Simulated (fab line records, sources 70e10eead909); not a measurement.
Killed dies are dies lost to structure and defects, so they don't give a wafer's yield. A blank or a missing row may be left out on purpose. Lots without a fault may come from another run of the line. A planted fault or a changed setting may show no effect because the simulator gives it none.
fab line records | flow nand_harc
record lots=5 wafers=15 last_day=33
route steps=1302 shown P_GATE@185 END@1302
lots that met no fault: from a run of the same line without faults
start_h: hours from the record's first day to the start of the lot's first wafer shown | wait_h: hours since the lot's step before | " the same as in the row above | L1.1+2: a row that stands for several wafers | - no value, or no start given | * or withheld: withheld | < > ~ a bound
route shown NAME@n: a module of which the file shows steps, and the number in the route of the first | usual: mean/standard deviation of fault-free wafers | same: alike in all rows | chamber/n: place in a boat | sites: the reading at each site | _std_site: their standard deviation | _edge_site: outer sites' mean less inner sites' | radius_mm: how far each site lies from the wafer's centre | mask NAME#n: copy n | behind: the tool/chamber that last shaped the wafer | hold: why the lot was held/for how many hours/how that ended | device: the transistor (n, p or np) that didn't switch | end of line: the same wafers' tests at the end of the route | a step without rows: its recipe alone | killed: dies lost to structure and defects at the first sort, not the wafer's yield | map: a wafer's dies, x killed, . not, _ none there
set.NAME: the setting as run; set.NAME@STEP: as run at that earlier step | model.NAME: the simulator's own value behind a step, which no gauge read
lots at some steps of the route; a table a step, a row a wafer
services: from which hour (start_h, from the record's first day; less than 0 if before it) a tool's chamber was out of use, for how many hours, and why
## steps
# step NHARC_P_GATE_CD_MEAS_59
# recipe target_cd_nm=720 landing_energy_ev=500
# usual cd_nm=720.0/1.3
# columns lot.wafer tool chamber start_h wait_h cd_nm
L848.2 cd_sem-01 0 111.91 - 719.4
L848.4 " 0 " " 719.7
L848.5 " 0 " " 716.1
L855.2 cd_sem-02 0 180.87 - 719.9
L855.3 " 0 " " 720.2
L855.5 " 0 " " 720.2
L858.1 cd_sem-02 0 219.51 - 719.7
L858.2 " 0 " " 720.0
L858.6 " 0 " " 720.1
L868.1 cd_sem-03 0 321.27 - 720.0
L868.4 " 0 " " 719.1
L868.6 " 0 " " 721.6
L869.1 cd_sem-01 0 329.72 - 720.0
L869.2 " 0 " " 720.1
L869.4 " 0 " " 718.1
# step NHARC_P_GATE_HARDBAKE_60
# recipe temp_c=125 time_s=80
# step NHARC_P_GATE_DESCUM_61
# recipe time_s=3 o2_flow_sccm=200 ar_flow_sccm=0 bias_power_w=0 chemistry=O2
# usual drypump_motor_current_A=5.7/0.42 mfc_ar_sccm=0.007/0.0094 oes_product_au=1.002/0.008 rf_vpp_V=57.7/0.83 showerhead_plenum_p_Torr=1.89/0.1 throttle_valve_pct=11.309/0.01
# columns lot.wafer tool chamber start_h wait_h drypump_motor_current_A mfc_ar_sccm oes_product_au rf_hours_counter_h rf_vpp_V showerhead_plenum_p_Torr throttle_valve_pct
L848.2 rie_diel-05 1 112.08 - 5.4 0.010 1.007 1.7 57.5 1.93 11.318
L848.4 " 2 " " 5.8 0.034 1.000 1.9 59.1 2.03 11.340
L848.5 " 0 " " 5.2 0.004 1.009 - 58.0 2.03 11.325
L855.3 rie_diel-06 2 181.03 - 5.1 0.002 0.996 2.9 58.1 1.80 11.318
L855.2 " 1 " " 5.8 0 0.992 3.4 58.7 2.05 11.291
L855.5 " 2 " " 5.1 0.002 1.003 - 57.5 1.80 11.320
L858.2 rie_diel-06 1 219.70 - 5.8 0 0.998 5.5 56.7 2.05 11.324
L858.1 " 2 " " 5.1 0.002 1.011 5.3 57.3 1.80 11.309
L858.6 " 3 " " 6.0 0.009 0.998 - 59.1 1.96 11.315
L868.1 rie_diel-03 2 321.43 - 5.6 0 1.013 2.0 56.5 1.80 11.310
L868.4 " 3 " " 5.3 0 0.998 2.1 57.5 1.86 11.302
L868.6 " 2 " " 5.6 0 1.019 - 58.0 1.80 11.315
L869.2 rie_diel-03 1 329.89 - 6.4 0.017 1.002 2.1 57.9 1.84 11.306
L869.4 " 2 " " 5.6 0 1.003 2.4 58.3 1.80 11.303
L869.1 " 3 " " 5.3 0 1.000 2.4 57.6 1.86 11.307
# step NHARC_P_GATE_IMPLANT_62
# recipe energy_kev=20 dose_cm2=3e+15 tilt_deg=7
# step NHARC_P_GATE_STRIP_112
# recipe power_w=1500 temp_c=110 time_s=200 chemistry=N2/H2
# usual drypump_motor_current_A=6.07/0.2 heater_power_w=80/6
# columns lot.wafer tool chamber start_h wait_h drypump_motor_current_A heater_power_w rf_hours_counter_h
L848.2 plasma_asher-02 0 112.44 0.2 6.36 77 8
L848.4 " 1 " " 5.76 75 -
L848.5 " 1 " " 5.74 79 -
L855.2 plasma_asher-01 1 181.40 0.2 6.16 76 2
L855.3 " 0 " " 6.06 90 -
L855.5 " 1 " " 6.18 76 -
L858.2 plasma_asher-02 0 220.04 0.2 6.32 77 32
L858.1 " 1 " " 5.77 78 32
L858.6 " 0 " " 6.34 77 -
L868.1 plasma_asher-01 0 321.84 0.2 6.04 90 30
L868.4 " 0 " " 6.02 90 -
L868.6 " 0 " " 6.04 91 -
L869.2 plasma_asher-02 1 330.25 0.2 5.76 75 15
L869.1 " 0 " " 6.35 75 15
L869.4 " 0 " " 6.34 78 -
# step NHARC_P_GATE_STRIP_76
# recipe power_w=1500 temp_c=250 chemistry=O2
# usual drypump_motor_current_A=6.08/0.21 heater_power_w=299/23
# columns lot.wafer tool chamber start_h wait_h drypump_motor_current_A heater_power_w rf_hours_counter_h
L848.2 plasma_asher-02 0 112.70 0.2 6.32 301 8
L848.4 " 1 " " 5.75 289 -
L848.5 " 1 " " 5.74 284 -
L855.2 plasma_asher-01 1 181.66 0.2 6.19 290 2
L855.3 " 0 " " 6.06 344 -
L855.5 " 1 " " 6.20 282 -
L858.2 plasma_asher-02 0 220.30 0.2 6.36 288 32
L858.1 " 1 " " 5.76 286 32
L858.6 " 0 " " 6.35 286 -
L868.1 plasma_asher-01 0 322.06 0.2 6.02 347 30
L868.4 " 0 " " 6.02 334 -
L868.6 " 0 " " 6.04 336 -
L869.2 plasma_asher-02 1 330.51 0.2 5.76 277 15
L869.1 " 0 " " 6.37 281 15
L869.4 " 0 " " 6.35 292 -
# step NHARC_P_GATE_STRIP_63
# recipe time_s=900 temp_c=130 chemistry=SPM
# step NHARC_P_GATE_DEHYDRATE_83
# recipe temp_c=150 time_s=120
# step NHARC_P_GATE_HMDS_84
# recipe time_s=30
# step NHARC_P_GATE_COAT_85
# recipe spin_rpm=3000
# step NHARC_P_GATE_SOFTBAKE_86
# recipe temp_c=122 time_s=95
# step NHARC_P_GATE_EBR_87
# step NHARC_P_GATE_EXPOSE_88
# recipe na=0.6 target_cd_nm=2000 dose_mj=11.87 mask_id=P_HVN
# columns lot.wafer tool chamber start_h wait_h mask
L848.2+4+5 krf_scanner-04 0 113.35 - P_HVN#0
L855.2+3+5 krf_scanner-01 0 182.30 - P_HVN#0
L858.1+2+6 krf_scanner-04 0 221.07 - P_HVN_R1#0
L868.1+4+6 krf_scanner-04 0 322.81 - P_HVN#0
L869.1+2+4 krf_scanner-02 0 331.33 - P_HVN#0
# step NHARC_P_GATE_PEB_89
# recipe peb_temp_c=118 peb_time_s=85
# step NHARC_P_GATE_DEVELOP_90
# recipe time_s=70
# step NHARC_P_GATE_CD_MEAS_91
# recipe target_cd_nm=2000 landing_energy_ev=500
# usual cd_nm=2000.2/1.6
# columns lot.wafer tool chamber start_h wait_h hold cd_nm
L848.2 cd_sem-03 0 113.50 - - 1997.7
L848.4 " 0 " " - 1998.4
L848.5 " 0 " " - 1998.0
L855.2 cd_sem-02 0 182.45 - - 1998.9
L855.3 " 0 " " - 1999.7
L855.5 " 0 " " - 1997.2
L858.1 cd_sem-02 0 221.23 - await_dispo/0.2h/release 1986.8
L858.2 " 0 " " await_dispo/0.2h/release 1984.3
L858.6 " 0 " " await_dispo/0.2h/release 1986.2
L858.1 cd_sem-02 0 - - - 1986.8
L858.2 " 0 " " - 1984.3
L858.6 " 0 " " - 1986.5
L868.1 cd_sem-02 0 322.97 - - 2001.6
L868.4 " 0 " " - 1998.9
L868.6 " 0 " " - 1998.7
L869.1 cd_sem-02 0 331.49 - - 1998.2
L869.2 " 0 " " - 1998.3
L869.4 " 0 " " - 1998.5
# step NHARC_P_GATE_DESCUM_93
# recipe time_s=3 o2_flow_sccm=200 ar_flow_sccm=0 bias_power_w=0 chemistry=O2
# usual drypump_motor_current_A=5.7/0.4 mfc_ar_sccm=0.007/0.0097 oes_product_au=1.001/0.0075 rf_vpp_V=57.7/1 showerhead_plenum_p_Torr=1.89/0.1 throttle_valve_pct=11.310/0.0095
# columns lot.wafer tool chamber start_h wait_h drypump_motor_current_A mfc_ar_sccm oes_product_au rf_hours_counter_h rf_vpp_V showerhead_plenum_p_Torr throttle_valve_pct model.P_GATE.cd_nm
L848.2 rie_diel-05 3 113.67 - 6.0 0 0.999 3 57.9 1.78 11.314 1997
L848.4 " 1 " " 5.4 0.010 1.014 2 58.0 1.93 11.318 1998
L848.5 " 3 " " 5.9 0 0.995 - 58.1 1.78 11.315 1998
L855.3 rie_diel-05 0 182.64 - 5.1 0.004 1.012 6 58.8 2.03 11.301 2000
L855.2 " 1 " " 5.4 0.010 1.006 5 58.2 1.93 11.303 1999
L855.5 " 2 " " 5.8 0.034 1.000 - 59.2 2.03 11.310 1998
L858.1 rie_diel-05 1 223.80 - 5.4 0.010 1.002 6 58.7 1.93 11.324 1987
L858.2 " 2 " " 5.8 0.034 0.994 5 57.5 2.03 11.304 1984
L858.6 " 1 " " 5.4 0.010 0.997 - 58.4 1.93 11.308 1987
L868.4 rie_diel-03 3 323.14 - 5.3 0 0.989 2 55.0 1.86 11.312 1999
L868.1 " 1 " " 6.4 0.017 1.000 2 57.3 1.84 11.312 2002
L868.6 " 2 " " 5.6 0 1.003 - 56.0 1.80 11.311 1998
L869.2 rie_diel-03 0 331.65 - 6.3 0.012 1.000 1 55.8 1.80 11.314 1998
L869.4 " 1 " " 6.4 0.017 1.003 2 57.8 1.84 11.293 1999
L869.1 " 3 " " 5.3 0 0.994 2 59.1 1.86 11.323 1998
# step NHARC_P_GATE_IMPLANT_94
# recipe energy_kev=60 dose_cm2=2e+15 tilt_deg=7
# step NHARC_END_SORT_01
# recipe temp_c=25
# usual killed_at_array=52/20 killed_at_other=1.0/1.3 killed_at_periphery=3.7/2.2 killed_dies=57/20 killed_open=3.2/1.6 killed_short=2.4/1.6
# same gross_dies=677
# columns lot.wafer tool chamber start_h wait_h killed_at_array killed_at_other killed_at_periphery killed_dies killed_open killed_short
L858.1 prober-01 0 656.18 2.5 74 0 6 80 3 0
# killed by level:class
L858.1 A_SLIT:chamber_film_flake=30 A_CHANNEL_HOLE_D1:chamber_film_flake=25 A_CHANNEL_HOLE_D2:chamber_film_flake=12 P_CONTACT:chamber_film_flake=4 A_STAIRCASE:chamber_film_flake=2 P_M2:chamber_film_flake=2 A_ONON_D2:geometric_particle:open=1 A_SGD_CUT:geometric_particle:open=1
## services
# columns tool chamber start_h hours kind
plasma_asher-01 - 93.39 1.1 repair
krf_scanner-02 - 94.00 4.0 pm
rie_diel-03 - 104.30 9.0 pm
rie_diel-06 - 106.03 1.4 repair
rie_diel-06 0 111.05 8.2 repair
rie_diel-06 - 130.26 9.0 pm
krf_scanner-01 - 140.04 4.0 pm
rie_diel-03 1 140.79 2.9 repair
rie_diel-05 3 151.35 6.1 repair
rie_diel-05 - 162.54 1.3 repair
rie_diel-05 - 164.60 11.1 repair
plasma_asher-01 - 165.17 9.0 pm
krf_scanner-04 - 182.00 4.0 pm
rie_diel-06 0 183.10 6.7 repair
krf_scanner-04 - 198.34 0.3 repair
plasma_asher-01 - 205.14 2.7 repair
krf_scanner-01 - 228.85 0.2 repair
rie_diel-05 - 229.60 9.0 pm
plasma_asher-02 - 249.00 9.0 pm
rie_diel-06 2 250.17 1.4 repair
krf_scanner-02 - 266.00 4.0 pm
rie_diel-03 - 281.30 9.0 pm
rie_diel-06 - 307.26 9.0 pm
plasma_asher-02 - 310.06 0.4 repair
## key
first_sign step=NHARC_P_GATE_EXPOSE_88 reading=mask direction=changed
effect step=NHARC_P_GATE_CD_MEAS_91 reading=visit direction=added
effect step=NHARC_P_GATE_CD_MEAS_91 reading=cd_nm direction=down sigmas=8.9 usual=2000.2 struck=1985.8
model_effect step=NHARC_P_GATE_DESCUM_93 value=P_GATE.cd_nm without=1999 struck=1986
met_at NHARC_P_GATE_EXPOSE_88
struck_wafers L858.1,L858.2,L858.6
tester_left_out L858
onset_between 113.35 221.07
fault kind=wrong_mask tool=any chamber=- onset_h=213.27 steps=NHARC_P_GATE_EXPOSE_88 aux_copy=P_HVN_R1#0 cd_offset_nm=-12.925 scope=struck_lots_only
# tester_left_out: of these lots the tester's yield and bins aren't shown, on N5 and GAA mostly nor the transistor test; their killed dies are dies lost to structure and defects alone, not to doping, threshold or leakage, so they don't give the yield
